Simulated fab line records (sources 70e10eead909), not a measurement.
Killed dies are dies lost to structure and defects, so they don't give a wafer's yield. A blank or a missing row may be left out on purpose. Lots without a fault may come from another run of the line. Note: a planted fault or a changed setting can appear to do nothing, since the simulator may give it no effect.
Which tool did it? | flow nand-harc | Sampling: 13 lots, 39 wafers, 6 of 1302 route steps

== WHAT THE GAUGES SHOWED, per wafer ==
NHARC_A_ZERO_WELL_CD_MEAS_10 targets a cd of 2000 nm. Usual: cd-nm 1999.6 nm, standard deviation 1.8.
lot  | measured     | on        | cd-nm (nm)           | flag
L464 | day 6 21:04  | cd-sem-01 | 1999.5 1999.2 2001.9 |
L467 | day 7 22:34  | cd-sem-02 | 2000.7 2000.4 1997.8 |
L468 | day 8 08:35  | cd-sem-03 | 2000.3 1999.8 1998.6 |
L471 | day 9 13:08  | cd-sem-03 | 1998.8 1999.1 1999.2 |
L472 | day 10 05:13 | cd-sem-01 | 1998.2 1999.2 1997.4 |
L475 | day 11 05:07 | cd-sem-03 | 2000.8 2001.2 2000.5 |
L476 | day 11 16:21 | cd-sem-02 | 1996.0 1998.8 1999.9 |
L478 | day 12 22:12 | cd-sem-01 | 2001.0 1997.5 2000.6 |
L479 | day 12 22:51 | cd-sem-01 | 2000.6 1998.9 2001.8 |
L482 | day 14 01:31 | cd-sem-02 | 1997.5 2001.2 2001.6 |
L483 | day 14 14:37 | cd-sem-03 | 1999.4 1998.8 1999.6 |
L485 | day 15 10:41 | cd-sem-02 | 1999.8 1999.6 2000.1 |
L486 | day 16 16:30 | cd-sem-03 | 1999.4 1998.1 1996.3 |

NHARC_A_SOURCE_PLATE_THK_MEAS_06: measures by ellipsometry. Usual: thk-nm 200.4 nm, standard deviation 2.2.
lot  | measured     | on            | thk-nm (nm)       | flag
L464 | day 7 19:58  | film-metro-01 | 201.1 202.2 200.4 |
L467 | day 8 22:39  | film-metro-01 | 203.7 202.3 201.3 |
L468 | day 9 06:27  | film-metro-02 | 202.9 203.1 202.0 |
L471 | day 10 10:22 | film-metro-01 | 200.4 201.8 201.3 |
L472 | day 11 03:21 | film-metro-02 | 199.5 197.3 196.2 |
L475 | day 12 00:46 | film-metro-02 | 204.0 204.5 204.3 |
L476 | day 12 15:28 | film-metro-01 | 200.9 201.5 202.0 |
L478 | day 13 20:52 | film-metro-02 | 199.1 200.0 202.0 |
L479 | day 13 20:52 | film-metro-01 | 194.9 197.9 198.4 |
L482 | day 14 23:47 | film-metro-01 | 201.1 201.0 201.2 |
L483 | day 15 12:19 | film-metro-02 | 197.0 201.1 198.8 |
L485 | day 16 07:31 | film-metro-02 | 200.4 199.6 198.9 |
L486 | day 17 13:14 | film-metro-02 | 199.0 197.3 198.6 |

NHARC_A_ONON_D1_THK_MEAS_30: measures by ellipsometry. Usual: thk-nm 1000 nm, standard deviation 8.2.
lot  | measured     | on            | thk-nm (nm)    | flag
L464 | day 8 08:57  | film-metro-02 | 1005 1003 1005 |
L467 | day 9 12:29  | film-metro-02 | 1010 1009 1009 |
L468 | day 9 22:01  | film-metro-02 | 1001 997 998   |
L471 | day 11 01:30 | film-metro-02 | 1007 1005 1006 |
L472 | day 11 16:35 | film-metro-02 | 1690 1692 1691 | OFF
L475 | day 12 13:42 | film-metro-01 | 1687 1690 1689 | OFF
L476 | day 13 04:47 | film-metro-02 | 1014 1015 1015 |
L478 | day 14 12:57 | film-metro-01 | 998 998 999    |
L479 | day 14 12:57 | film-metro-02 | 995 994 995    |
L482 | day 15 12:43 | film-metro-01 | 1004 1004 1006 |
L483 | day 16 01:03 | film-metro-01 | 1005 1002 1004 |
L485 | day 16 21:18 | film-metro-01 | 996 996 997    |
L486 | day 18 02:10 | film-metro-02 | 1003 1004 1004 |

NHARC_END_SORT_01. Usual: killed-at-array 57, standard deviation 19; killed-at-other 0.9, standard deviation 1.1; killed-at-periphery 4.0, standard deviation 2.6; killed-dies 62, standard deviation 19; killed-open 3.3, standard deviation 1.8; killed-short 2.4, standard deviation 1.7.
lot  | measured     | on        | killed-at-array | killed-at-other | killed-at-periphery | killed-dies | killed-open | killed-short | flag
L472 | day 27 12:47 | prober-01 | 675 675 676     | 2 0 1           | 0 2 0               | 677 677 677 | 2 3 2       | 0 6 2        | OFF
L475 | day 28 13:14 | prober-01 | 672 677 672     | 2 0 0           | 3 0 5               | 677 677 677 | 3 1 4       | 6 2 2        | OFF

== WHICH TOOL RAN EACH LOT (tool, then ch and the chambers of the sampled wafers, then the start) ==
lot  | NHARC_A_ONON_D1_DEP_28           | NHARC_A_CHANNEL_HOLE_D1_DESCUM_15
L464 | pecvd-onon-02 ch 0, day 8 08:26  | rie-diel-11 ch 0,1,2, day 8 12:23
L467 | pecvd-onon-04 ch 0, day 9 12:02  | rie-diel-11 ch 0,1, day 9 16:19
L468 | pecvd-onon-01 ch 0, day 9 21:30  | rie-diel-11 ch 0,1, day 10 01:22
L471 | pecvd-onon-02 ch 0, day 11 00:59 | rie-diel-11 ch 0,2,3, day 11 07:22
L472 | pecvd-onon-04 ch 0, day 11 16:11 | -
L475 | pecvd-onon-04 ch 0, day 12 13:22 | -
L476 | pecvd-onon-01 ch 0, day 13 04:23 | rie-diel-11 ch 2,3, day 13 08:17
L478 | pecvd-onon-02 ch 0, day 14 12:26 | rie-diel-08 ch 0,1, day 14 16:31
L479 | pecvd-onon-01 ch 0, day 14 12:26 | rie-diel-11 ch 0,3, day 14 16:22
L482 | pecvd-onon-04 ch 0, day 15 12:13 | rie-diel-08 ch 0,2,3, day 15 16:20
L483 | pecvd-onon-04 ch 0, day 16 00:40 | rie-diel-11 ch 1,2, day 16 08:23
L485 | pecvd-onon-02 ch 0, day 16 20:51 | rie-diel-11 ch 1,2,3, day 17 05:58
L486 | pecvd-onon-04 ch 0, day 18 01:46 | rie-diel-08 ch 0,3, day 18 06:19
- NHARC_A_ONON_D1_DEP_28: target thk 1000 nm.
- NHARC_A_CHANNEL_HOLE_D1_DESCUM_15: chemistry O2, time 3 s.

== AS READ BY THE TOOLS THEMSELVES (means over the sampled wafers that have a number; for cases with no such wafer, the mark the record gives instead) ==
NHARC_A_ONON_D1_DEP_28. Usual: n2o-flow-sccm 1999 sccm, standard deviation 5.5.
lot  | tool          | n2o-flow-sccm (sccm) | flag
L464 | pecvd-onon-02 | 1996                 |
L467 | pecvd-onon-04 | 1996                 |
L468 | pecvd-onon-01 | 2000                 |
L471 | pecvd-onon-02 | 1999                 |
L472 | pecvd-onon-04 | 1995                 |
L475 | pecvd-onon-04 | 1996                 |
L476 | pecvd-onon-01 | 2005                 |
L478 | pecvd-onon-02 | 1995                 |
L479 | pecvd-onon-01 | 1997                 |
L482 | pecvd-onon-04 | 2002                 |
L483 | pecvd-onon-04 | 2006                 |
L485 | pecvd-onon-02 | 1996                 |
L486 | pecvd-onon-04 | 2001                 |

NHARC_A_CHANNEL_HOLE_D1_DESCUM_15. Usual: drypump-motor-current-A 5.7 A, standard deviation 0.34; oes-product-au 1.003 a.u., standard deviation 0.0085; rf-vpp-V 58.1 V, standard deviation 0.96; showerhead-plenum-p-Torr 1.98 Torr, standard deviation 0.053; throttle-valve-pct 11.310 %, standard deviation 0.0089.
lot  | tool        | drypump-motor-current-A (A) | oes-product-au (a.u.) | rf-vpp-V (V) | showerhead-plenum-p-Torr (Torr) | throttle-valve-pct (%) | flag
L464 | rie-diel-11 | 5.6                         | 1.010                 | 57.7         | 1.99                            | 11.316                 |
L467 | rie-diel-11 | 5.7                         | 1.000                 | 58.1         | 1.96                            | 11.300                 |
L468 | rie-diel-11 | 5.8                         | 1.013                 | 58.7         | 1.99                            | 11.309                 |
L471 | rie-diel-11 | 5.6                         | 1.006                 | 57.9         | 1.99                            | 11.318                 |
L476 | rie-diel-11 | 5.5                         | 1.004                 | 57.0         | 2.00                            | 11.314                 |
L478 | rie-diel-08 | 6.0                         | 1.007                 | 58.3         | 2.02                            | 11.306                 |
L479 | rie-diel-11 | 5.7                         | 1.001                 | 57.6         | 1.95                            | 11.310                 |
L482 | rie-diel-08 | 5.9                         | 0.998                 | 57.9         | 1.98                            | 11.311                 |
L483 | rie-diel-11 | 5.5                         | 1.001                 | 57.3         | 2.00                            | 11.299                 |
L485 | rie-diel-11 | 5.7                         | 1.003                 | 57.9         | 2.01                            | 11.314                 |
L486 | rie-diel-08 | 6.1                         | 1.012                 | 58.3         | 1.98                            | 11.309                 |

== THE ANSWER, worked out from the rows above alone ==
Rule: a lot counts as off when the mean over its wafers that have a number is more than 3 standard deviations away from the usual mean. A lot without any number at a reading at which 4 lots or more have one is off too. All remaining lots with rows at the step are treated as sound. Order of review: gauges by route order, followed by the tools' own readings, for which a lot's mean as printed above is used. The first step at which some lot is off is used, and at that step the reading that is off furthest; a lot without a number counts as furthest.
Off at NHARC_A_ONON_D1_THK_MEAS_30 (thk-nm): L472, L475.
If a tool, at a process step before that reading, ran all the lots that are off and no sound lot after the first of them, it fits. The gauges at NHARC_A_ONON_D1_THK_MEAS_30 aren't tried: what is off there is off at NHARC_END_SORT_01 too, on other tools, and a gauge's error can't cause that. Of those tried, none fits.

== WHAT THE SIMULATOR HAD PUT IN ==
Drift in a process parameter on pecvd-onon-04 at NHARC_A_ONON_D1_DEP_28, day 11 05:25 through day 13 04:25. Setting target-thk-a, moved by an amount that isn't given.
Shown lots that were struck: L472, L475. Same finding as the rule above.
